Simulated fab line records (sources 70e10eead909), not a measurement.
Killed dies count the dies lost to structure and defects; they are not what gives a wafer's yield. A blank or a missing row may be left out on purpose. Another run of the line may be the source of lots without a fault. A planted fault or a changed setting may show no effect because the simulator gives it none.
Matching of chambers | flow nand harc | NHARC_P_M2_STRIP_18 on rie diel-06: 4 sister chambers
The step strips in N2/H2. 4 wafers are shown with their chamber, then 7 later ones without.

== WAFERS PAIRED WITH THEIR CHAMBERS ==
wafer  | chamber | drypump motor current A (A)
L435.3 | 2       | 6.0
L435.4 | 3       | 5.8
L439.2 | 0       | 5.8
L439.3 | 1       | 6.5

== WAFERS WITHOUT THEIR CHAMBER ==
wafer  | drypump motor current A (A)
L439.5 | 6.6
L446.1 | 5.8
L446.3 | 6.0
L446.5 | 6.6
L448.1 | 5.8
L448.3 | 5.8
L448.4 | 5.8

== WHICH CHAMBER EACH WENT THROUGH ==
wafer  | from the rows above     | in truth
L439.5 | 1                       | 1
L446.1 | can't be placed: 0 or 3 | 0
L446.3 | 2                       | 2
L446.5 | 1                       | 1
L448.1 | can't be placed: 0 or 3 | 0
L448.3 | can't be placed: 0 or 3 | 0
L448.4 | can't be placed: 0 or 3 | 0
Placed correctly: 3 of 7. Can't be placed from these rows: 4 (the true chamber is among the candidates in 4). Placed wrongly: 0.
How it was worked out, from the rows above alone: a wafer's distance from a chamber is the root of the sum, over the readings, of the square of ((its reading less the chamber's mean) divided by the reading's scatter). If the next closest chamber is less than 2 further off than the closest, the wafer can't be placed; otherwise it belongs to the closest. For every chamber, the mean is computed from those of its wafers that are shown. The scatter: with one shown wafer a chamber, the root of the mean of the squares of how far each hidden wafer lies from its nearest shown one.
